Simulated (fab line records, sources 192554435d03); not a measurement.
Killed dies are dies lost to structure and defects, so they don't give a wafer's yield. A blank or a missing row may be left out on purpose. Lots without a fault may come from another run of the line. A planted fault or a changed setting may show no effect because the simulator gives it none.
fab line records | flow n5_finfet
record lots=7 wafers=18 last_day=17
route steps=1938 shown BEOL_M15@1796 PASSIVATION@1936
lots that met no fault: from a run of the same line without faults
start_h: hours from the record's first day to the start of the lot's first wafer shown | wait_h: hours since the lot's step before | " the same as in the row above | L1.1+2: a row that stands for several wafers | - no value, or no start given | * or withheld: withheld | < > ~ a bound
route shown NAME@n: a module of which the file shows steps, and the number in the route of the first | usual: mean/standard deviation of fault-free wafers | same: alike in all rows | chamber/n: place in a boat | sites: the reading at each site | _std_site: their standard deviation | _edge_site: outer sites' mean less inner sites' | radius_mm: how far each site lies from the wafer's centre | mask NAME#n: copy n | behind: the tool/chamber that last shaped the wafer | hold: why the lot was held/for how many hours/how that ended | device: the transistor (n, p or np) that didn't switch | end of line: the same wafers' tests at the end of the route | a step without rows: its recipe alone | killed: dies lost to structure and defects at the first sort, not the wafer's yield | map: a wafer's dies, x killed, . not, _ none there
set.NAME: the setting as run; set.NAME@STEP: as run at that earlier step | model.NAME: the simulator's own value behind a step, which no gauge read
lots at some steps of the route; a table a step, a row a wafer
services: from which hour (start_h, from the record's first day; less than 0 if before it) a tool's chamber was out of use, for how many hours, and why
## steps
# step N5_BEOL_M15_COAT_60
# recipe resist=BARC temp_c=205 time_s=60 spin_rpm=1500 resist_thk_nm=89
# step N5_BEOL_M15_COAT_22
# recipe spin_rpm=1704 resist_thk_nm=800
# step N5_BEOL_M15_EBR_24
# recipe solvent=PGMEA ebr_width_mm=1.5
# step N5_BEOL_M15_SOFTBAKE_23
# recipe temp_c=130 time_s=60
# step N5_BEOL_M15_EXPOSE_25
# recipe mask_id=M15 na=0.8 source_shape=annular sigma_inner=0.5 sigma_outer=0.8 polarization=unpolarized target_cd_nm=400 dose_mj=35.5
# step N5_BEOL_M15_PEB_26
# recipe peb_temp_c=130 peb_time_s=90
# step N5_BEOL_M15_DEVELOP_27
# recipe develop_time_s=45 rinse_liquid=diw dry=air_spin dev_temp_c=21
# step N5_BEOL_M15_HARDBAKE_32
# recipe temp_c=130 time_s=120
# step N5_BEOL_M15_CD_MEAS_28
# recipe target_cd_nm=407.6 landing_energy_ev=500 detector=se_inlens
# usual cd_nm=407.7/1.9
# columns lot.wafer tool chamber start_h wait_h cd_nm
L543.3 cd_sem-02 0 303.53 - 410.6
L543.5 " 0 " " 411.5
L543.6 " 0 " " 410.6
L546.1 cd_sem-01 0 325.43 - 407.7
L546.3 " 0 " " 407.4
L546.6 " 0 " " 407.0
L552.2 cd_sem-03 0 371.71 - 410.6
L552.6 " 0 " " 408.4
L553.3 cd_sem-03 0 377.56 - 404.7
L553.6 " 0 " " 406.2
L555.1 cd_sem-02 0 382.68 - 405.9
L555.2 " 0 " " 409.3
L555.4 " 0 " " 406.0
L556.3 cd_sem-03 0 383.86 - 407.1
L556.4 " 0 " " 410.6
L556.6 " 0 " " 406.9
L554.2 cd_sem-03 0 386.96 - 407.7
L554.3 " 0 " " 406.2
# step N5_BEOL_M15_OVL_MEAS_29
# recipe points_per_wafer=44
# usual M15_OVL=-2/5.3
# columns lot.wafer tool chamber start_h wait_h M15_OVL[nm]
L543.3 overlay-02 0 303.55 0.0 4
L543.5 " 0 " " 7
L543.6 " 0 " " 9
L546.1 overlay-01 0 325.46 0.0 -4
L546.3 " 0 " " 2
L546.6 " 0 " " -1
L552.2 overlay-02 0 371.74 0.0 0
L552.6 " 0 " " -4
L553.3 overlay-02 0 377.59 0.0 -9
L553.6 " 0 " " -9
L555.1 overlay-02 0 382.71 0.0 3
L555.2 " 0 " " 3
L555.4 " 0 " " 3
L556.3 overlay-02 0 383.89 0.0 -2
L556.4 " 0 " " -3
L556.6 " 0 " " 1
L554.2 overlay-01 0 386.99 0.0 -1
L554.3 " 0 " " -5
# step N5_BEOL_M15_INSPECT_30
# recipe mode=adi inspect_instrument=macro
# usual raw_defect_count=2.0/1.5
# columns lot.wafer tool chamber start_h wait_h raw_defect_count
L543.3 defect_inspect-01 - 303.58 0.0 1
L543.5 " - " " 0
L543.6 " - " " 0
L546.1 defect_inspect-02 - 325.48 0.0 4
L546.3 " - " " 2
L546.6 " - " " 2
L552.2 defect_inspect-01 - 371.76 0.0 1
L552.6 " - " " 0
L553.3 defect_inspect-02 - 377.61 0.0 0
L553.6 " - " " 3
L555.1 defect_inspect-02 - 382.73 0.0 1
L555.2 " - " " 3
L555.4 " - " " 4
L556.3 defect_inspect-01 - 383.91 0.0 2
L556.4 " - " " 0
L556.6 " - " " 2
L554.2 defect_inspect-02 - 387.02 0.0 2
L554.3 " - " " 6
# step N5_BEOL_M15_DESCUM_33
# recipe chemistry=O2 time_s=7.9 source_power_w=50 bias_power_w=20 pressure_mtorr=20 rf_frequency_hz=2.712e+07 temp_c=40 o2_flow_sccm=225
# usual drypump_motor_current_A=5.8/0.42 oes_product_au=0.79/0.084 rf_vpp_V=243.8/1.2 showerhead_plenum_p_Torr=2.13/0.062 throttle_valve_pct=20.34/0.16
# columns lot.wafer tool chamber start_h wait_h drypump_motor_current_A oes_product_au rf_hours_counter_h rf_vpp_V showerhead_plenum_p_Torr throttle_valve_pct
L543.3 rie_diel-01 3 303.61 0.0 6.3 0.72 226 243.6 2.08 20.54
L543.5 " 3 " " 6.3 0.71 - 244.4 2.08 20.54
L543.6 " 0 " " 5.8 0.85 - 245.4 2.10 20.28
L546.1 rie_diel-02 1 325.52 0.0 5.7 0.71 207 242.6 2.09 20.35
L546.3 " 0 " " 5.1 0.94 10 243.6 2.15 20.18
L546.6 " 3 " " 5.6 0.86 - 244.6 2.22 20.20
L552.2 rie_diel-01 0 371.80 0.0 5.8 0.82 81 243.8 2.09 20.31
L552.6 " 2 " " 5.7 0.69 - 243.7 2.15 20.19
L553.3 rie_diel-01 0 377.71 0.1 5.8 0.82 83 243.3 2.09 20.32
L553.6 " 1 " " 5.9 0.79 - 244.8 2.22 20.48
L555.1 rie_diel-02 1 382.77 0.0 5.7 0.69 229 243.3 2.08 20.37
L555.2 " 0 " " 5.1 0.91 19 243.4 2.14 20.19
L555.4 " 2 " " 6.4 0.93 10 243.3 2.04 20.18
L556.3 rie_diel-02 2 384.44 0.5 6.5 0.91 11 243.9 2.04 20.15
L556.4 " 3 " " 5.6 0.83 73 245.5 2.21 20.24
L556.6 " 0 " " 5.1 0.92 - 242.9 2.14 20.18
L554.2 rie_diel-01 1 387.05 0.0 5.9 0.80 111 246.7 2.22 20.47
L554.3 " 0 " " 5.8 0.81 87 243.6 2.09 20.33
# step N5_BEOL_M15_ETCH_61
# recipe chemistry=N2/H2 target=BARC target_depth_a=890 overetch_a=267 time_s=67.9 ion_energy_ev=200 pressure_mtorr=30 source_w=840 bias_w=150 n2_flow_sccm=200 h2_flow_sccm=200
# usual drypump_motor_current_A=5.8/0.42 oes_product_au=0.68/0.07 rf_vpp_V=525.1/2.1 run_length_s=91.3/0.33 showerhead_plenum_p_Torr=2.59/0.068 throttle_valve_pct=17.77/0.19
# columns lot.wafer tool chamber start_h wait_h drypump_motor_current_A oes_product_au rf_hours_counter_h rf_vpp_V run_length_s showerhead_plenum_p_Torr throttle_valve_pct model.coat_of_BEOL_M15_COAT_22.thk_nm
L543.3 rie_diel-01 3 303.65 0.0 6.3 0.60 226 522.3 91.5 2.51 17.93 718.8
L543.5 " 3 " " 6.3 0.60 - 522.9 91.7 2.51 17.94 718.4
L543.6 " 0 " " 5.8 0.72 - 524.8 91.3 2.57 17.84 715.2
L546.1 rie_diel-02 1 325.55 0.0 5.8 0.61 207 522.8 91.1 2.52 17.72 719.4
L546.3 " 0 " " 5.1 0.81 10 526.7 91.7 2.58 17.50 721.6
L546.6 " 3 " " 5.6 0.74 - 527.5 91.3 2.70 17.58 721.2
L552.2 rie_diel-01 0 371.83 0.0 5.8 0.70 81 524.4 91.3 2.56 17.87 716.4
L552.6 " 2 " " 5.7 0.67 - 525.7 80.8 2.62 17.74 731.8
L553.3 rie_diel-01 0 377.74 0.0 5.8 0.83 83 523.6 80.8 2.56 17.90 724.4
L553.6 " 1 " " 5.9 0.80 - 527.0 80.1 2.65 17.73 729.4
L555.1 rie_diel-02 1 382.80 0.0 5.8 0.60 229 522.5 90.8 2.51 17.77 718.6
L555.2 " 0 " " 5.1 0.78 19 525.8 91.1 2.58 17.48 715.8
L555.4 " 2 " " 6.4 0.78 10 523.3 91.2 2.52 17.83 715.2
L556.3 rie_diel-02 2 384.48 0.0 6.5 0.78 11 522.4 90.9 2.52 17.85 720.6
L556.4 " 3 " " 5.6 0.72 73 529.1 91.8 2.69 17.64 722.6
L556.6 " 0 " " 5.1 0.79 - 524.6 90.8 2.58 17.51 722
L554.2 rie_diel-01 1 387.09 0.0 5.9 0.67 111 527.6 91.2 2.65 17.72 716.6
L554.3 " 0 " " 5.8 0.82 87 523.7 80.9 2.56 17.93 724.8
# step N5_BEOL_M15_TRENCH_ETCH_34
# recipe chemistry=C4F8/O2/Ar target=SiO2 target_depth_a=8729.3 he_inner_torr=15 he_outer_torr=30 time_s=199 ion_energy_ev=800 pressure_mtorr=20 source_w=1905 bias_w=2040 Ar_flow_sccm=400 C4F8_flow_sccm=16 O2_flow_sccm=12
# usual O2_flow_sccm=12.00/0.032 drypump_motor_current_A=5.8/0.42 mfc_ar_sccm=399.7/1.3 oes_product_au=0.79/0.086 rf_vpp_V=2220/48 showerhead_plenum_p_Torr=3.50/0.092 throttle_valve_pct=30.78/0.19
# columns lot.wafer tool chamber start_h wait_h O2_flow_sccm drypump_motor_current_A mfc_ar_sccm oes_product_au rf_hours_counter_h rf_vpp_V showerhead_plenum_p_Torr throttle_valve_pct model.coat_of_BEOL_M15_COAT_22.thk_nm
L543.3 rie_diel-01 3 303.70 0.0 12.02 6.3 399.8 0.71 226 2223 3.39 30.73 542.2
L543.5 " 3 " " 11.99 6.3 400.0 0.71 - 2224 3.39 30.75 542
L543.6 " 0 " " 11.99 5.8 399.5 0.86 - 2224 3.48 30.97 536.4
L546.1 rie_diel-02 1 325.60 0.0 12.00 5.8 399.7 0.71 207 2217 3.40 30.57 547.4
L546.3 " 0 " " 12.02 5.1 400.1 0.95 10 2186 3.51 30.67 545.6
L546.6 " 3 " " 11.99 5.6 400.7 0.86 - 2164 3.64 30.74 551
L552.2 rie_diel-01 0 371.88 0.0 11.96 5.8 396.6 0.82 81 2223 3.47 31.00 541.2
L552.6 " 2 " " 12.00 5.7 399.4 0.69 - 2319 3.52 30.48 561.8
L553.3 rie_diel-01 0 377.79 0.0 12.02 5.8 397.7 0.81 83 2222 3.47 30.97 552.2
L553.6 " 1 " " 12.03 5.9 401.7 0.79 - 2274 3.60 30.80 552.6
L555.1 rie_diel-02 1 382.85 0.0 12.04 5.7 401.4 0.70 229 2216 3.39 30.59 545.4
L555.2 " 0 " " 12.03 5.1 400.0 0.92 19 2186 3.51 30.69 540
L555.4 " 2 " " 12.02 6.5 401.7 0.93 10 2139 3.38 30.78 536.4
L556.3 rie_diel-02 2 384.53 0.0 11.99 6.5 400.2 0.92 11 2141 3.38 30.77 545.2
L556.4 " 3 " " 12.02 5.6 399.4 0.84 73 2165 3.63 30.75 552.4
L556.6 " 0 " " 11.95 5.1 400.9 0.92 - 2184 3.51 30.69 548
L554.2 rie_diel-01 1 387.14 0.0 11.96 5.9 398.4 0.79 111 2275 3.60 30.81 538.6
L554.3 " 0 " " 12.03 5.8 398.3 0.82 87 2221 3.46 30.97 551.6
# step N5_PASSIVATION_PROBE_49
# usual defect_limited_yield=91.3/1.5 killed_at_M0_to_M3=35/10 killed_at_M4_up=12/4.6 killed_at_contacts=13/6.6 killed_at_front_end=39/11 killed_at_other=4/3.4 killed_dies=103/17 killed_open=67/13 killed_short=35/8.2 sort_bin_5_function=5.1/0.94 sort_bin_6_memory=3.2/0.7 sort_n_pass=1077/17 sort_yield_pct=91.3/1.5
# same gross_dies=1180 killed_at_back_side=0 sort_bin_4_leakage[%]=0 sort_bin_8_speed[%]=0
# columns lot.wafer tool chamber start_h wait_h defect_limited_yield[%] killed_at_M0_to_M3 killed_at_M4_up killed_at_contacts killed_at_front_end killed_at_other killed_dies killed_open killed_short sort_bin_5_function[%] sort_bin_6_memory[%] sort_n_pass sort_yield_pct[%]
L546.1 prober-01 - 342.96 0.0 92.0 26 16 3 42 7 94 60 34 4.8 3.0 1086 92.0
L546.3 prober-01 - 343.06 0.1 91.9 31 8 10 42 5 96 54 41 5.0 2.5 1084 91.9
L546.6 prober-01 - 343.21 0.3 93.4 35 4 8 25 6 78 51 26 3.3 3.1 1102 93.4
L552.6 prober-02 - 389.23 0.3 92.5 21 9 17 37 4 88 55 33 4.4 2.6 1092 92.5
# killed by level:class
L546.1 FIN_SAQP:geometric_particle:short=12 FIN_SAQP:geometric_particle:open=9 BEOL_M0:geometric_particle:open=6 BEOL_M2:geometric_particle:open=6 DUMMY_GATE:geometric_particle:open=5 BEOL_M1:geometric_particle:open=5 STARTING-WAFER:geometric_particle:open=3 STI_FIN_REVEAL:geometric_particle:open=3
L546.3 FIN_SAQP:geometric_particle:short=11 BEOL_M2:geometric_particle:open=9 FIN_SAQP:geometric_particle:open=8 MOL_CONTACT_COAG:geometric_particle:open=7 BEOL_M3:geometric_particle:open=6 STARTING-WAFER:geometric_particle:open=6 STI_FIN_REVEAL:geometric_particle:open=5 BEOL_M2:geometric_particle:short=5
L546.6 BEOL_M2:geometric_particle:open=15 FIN_SAQP:geometric_particle:short=7 MOL_CONTACT_COAG:geometric_particle:open=6 DUMMY_GATE:geometric_particle:open=4 BEOL_M0_SAQP:geometric_particle:open=4 BEOL_M0:geometric_particle:open=4 STI_FIN_REVEAL:geometric_particle:open=3 BEOL_M1:geometric_particle:short=3
L552.6 MOL_CONTACT_COAG:geometric_particle:open=13 FIN_SAQP:geometric_particle:open=12 FIN_SAQP:geometric_particle:short=10 BEOL_M0_SAQP:geometric_particle:open=9 GATE_CUT:geometric_particle:short=5 BEOL_M3:geometric_particle:open=5 MOL_CONTACT_COAG:geometric_particle:short=4 BEOL_M4:geometric_particle:open=4
## services
# columns tool chamber start_h hours kind
rie_diel-02 3 282.57 1.5 repair
rie_diel-01 - 290.73 2.8 pm
rie_diel-01 2 293.58 40.7 repair
rie_diel-02 2 324.02 3.9 repair
rie_diel-01 1 326.23 2.7 repair
rie_diel-02 2 335.77 - clean
rie_diel-02 2 335.77 - consumable_replace:focus_ring
rie_diel-02 2 335.77 17.2 scheduled_down
rie_diel-02 2 335.77 17.2 vent_cycle
rie_diel-01 3 376.47 - clean
rie_diel-01 3 376.47 - consumable_replace:focus_ring
rie_diel-01 3 376.47 19.3 scheduled_down
rie_diel-01 3 376.47 19.3 vent_cycle
## key
first_sign step=N5_BEOL_M15_ETCH_61 reading=run_length_s direction=down sigmas=32 usual=* struck=*
effect none on later readings
model_effect step=N5_BEOL_M15_ETCH_61 value=coat_of_BEOL_M15_COAT_22.thk_nm without=717.5 struck=727.6
model_effect step=N5_BEOL_M15_TRENCH_ETCH_34 value=coat_of_BEOL_M15_COAT_22.thk_nm without=544.4 struck=554.6
met_at N5_BEOL_M15_ETCH_61
struck_wafers L552.6,L553.3,L553.6,L554.3
onset_between 303.65 371.83
fault kind=process_parameter_drift tool=rie_diel-01 chamber=- onset_h=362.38 steps=N5_BEOL_M15_ETCH_61 channel=time_s offset=* shape=step end_h=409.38 scope=struck_wafers_only acts_in=* stated=*
